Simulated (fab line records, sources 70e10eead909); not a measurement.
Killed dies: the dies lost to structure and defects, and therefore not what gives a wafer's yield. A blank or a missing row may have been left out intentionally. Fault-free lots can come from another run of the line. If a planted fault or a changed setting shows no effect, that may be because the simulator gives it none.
Comparing a struck lot with a sound one | flow nand-harc | 15 out of 1159 route steps
Sound: the wafers L939.1, L939.4, L939.5. Struck: wafers L943.3, L943.5, L943.6. Last of all comes the cause.
Per side, at each step with rows, come the tool, then ch with its chambers, and then its first start. Under that, the readings that differ: sound wafers | struck wafers | difference of the means | sigmas: that difference in standard deviations of wafers without a fault.
alike: same words and numbers on both sides, and readings whose means sit less than 2 such deviations apart. not compared: any withheld reading, any reading some wafer has no value for, any bound like >300 that may hide the same value, and any number with overlapping values for which the record gives no deviation.
Wherever a step has rows on one side only, a row that says differs or no value, or a row with sigmas, the two part there. When numbers do not overlap yet have no deviation, they are printed without sigmas and do not part them. Lack of a reading on every wafer of one side parts them only where that side has two or more wafers.

NHARC_P_GATE_DESCUM_31: chemistry O2, time 3 s.
  sound on rie-diel-07 ch 0,3, day 6 11:51; struck on rie-diel-07 ch 1,2,3, day 8 00:31
  alike: drypump-motor-current-A, oes-product-au, rf-vpp-V, showerhead-plenum-p-Torr, throttle-valve-pct
  not compared: rf-hours-counter-h
NHARC_P_GATE_ETCH_104: etches the open film in CF4/CHF3, target depth 60 nm.
  sound on rie-diel-07 ch 0,3, day 6 11:56; struck on rie-diel-07 ch 1,2,3, day 8 00:35
  alike: cf4-flow-sccm, drypump-motor-current-A, oes-product-au, rf-vpp-V, showerhead-plenum-p-Torr, throttle-valve-pct
NHARC_P_GATE_HM_OPEN_105: chemistry O2/COS, target depth 360 nm.
  sound: rie-diel-07 ch 0,2; struck: rie-diel-07 ch 0,1,2
  alike: drypump-motor-current-A, oes-product-au, rf-vpp-V, showerhead-plenum-p-Torr, throttle-valve-pct
  not compared: rf-hours-counter-h
then, 2 steps without rows for these wafers: NHARC_P_GATE_STRIP_106 (strips in O2/COS); NHARC_P_GATE_ETCH_114 (etches the open film in CF4/O2, target depth 30 nm, overetch 3 nm, time 16.5 s).
NHARC_P_GATE_ETCH_32: etches the open film in HBr/Cl2, target depth 150 nm, time 100.1 s.
  sound on rie-si-05 ch 0,2,3, day 6 12:20; struck on rie-si-01 ch 2,3, day 8 00:59
  alike: drypump-motor-current-A, oes-product-au, throttle-valve-pct
  not compared: rf-hours-counter-h
then, 1 step without rows for these wafers: NHARC_P_GATE_STRIP_108 (strips in O2).
NHARC_P_GATE_CD_MEAS_33:
  struck on cd-sem-01, day 8 01:19; sound on cd-sem-03, day 6 12:40
  alike: cd-nm
then, 4 steps without rows for these wafers: NHARC_P_GATE_STRIP_35 (strips in SPM, time 600 s); NHARC_P_GATE_PRECLEAN_73 (cleans in SC1); NHARC_P_GATE_SRD_74; NHARC_P_GATE_ALD_36 (deposits SiNx, target thk 20 nm, pulse time 60 s, ald cycles 223).
NHARC_P_GATE_ETCHBACK_37: etches the open film in CHF3/O2, target depth 34.5 nm, time 17.2 s.
  sound on rie-diel-07 ch 0,1,3, day 6 22:42; struck on rie-diel-07 ch 1,2,3, day 8 13:23
  no value came back on the struck wafers for any of 8 readings (bias-w (W), chamber-pressure-mTorr (mTorr) and others); on the sound wafers bias-w (W) reads 199.8 199.3 199.9
  not compared: rf-hours-counter-h
NHARC_P_GATE_STRIP_101: strips in O2, time 20 s.
  sound on rie-diel-07 ch 0,1,3, day 6 22:49; struck on rie-diel-07 ch 2,3, day 8 13:27
  alike: drypump-motor-current-A, oes-product-au, rf-vpp-V, showerhead-plenum-p-Torr, throttle-valve-pct
  not compared: rf-hours-counter-h
-- break in the record here, with 14 days between the starts of the struck wafers on either side (left off in module P_GATE, picked up again in module END, where the first step shown is number 1159 on the route) --
NHARC_END_SORT_01:
  only the struck wafers appear in the record here, on prober-02 ch 0 at day 22 04:05; the sound ones have no rows

WHERE THEY PART
Earliest at NHARC_P_GATE_ETCHBACK_37; latest, in this record, at NHARC_END_SORT_01.

WHY: the cause the simulator had injected
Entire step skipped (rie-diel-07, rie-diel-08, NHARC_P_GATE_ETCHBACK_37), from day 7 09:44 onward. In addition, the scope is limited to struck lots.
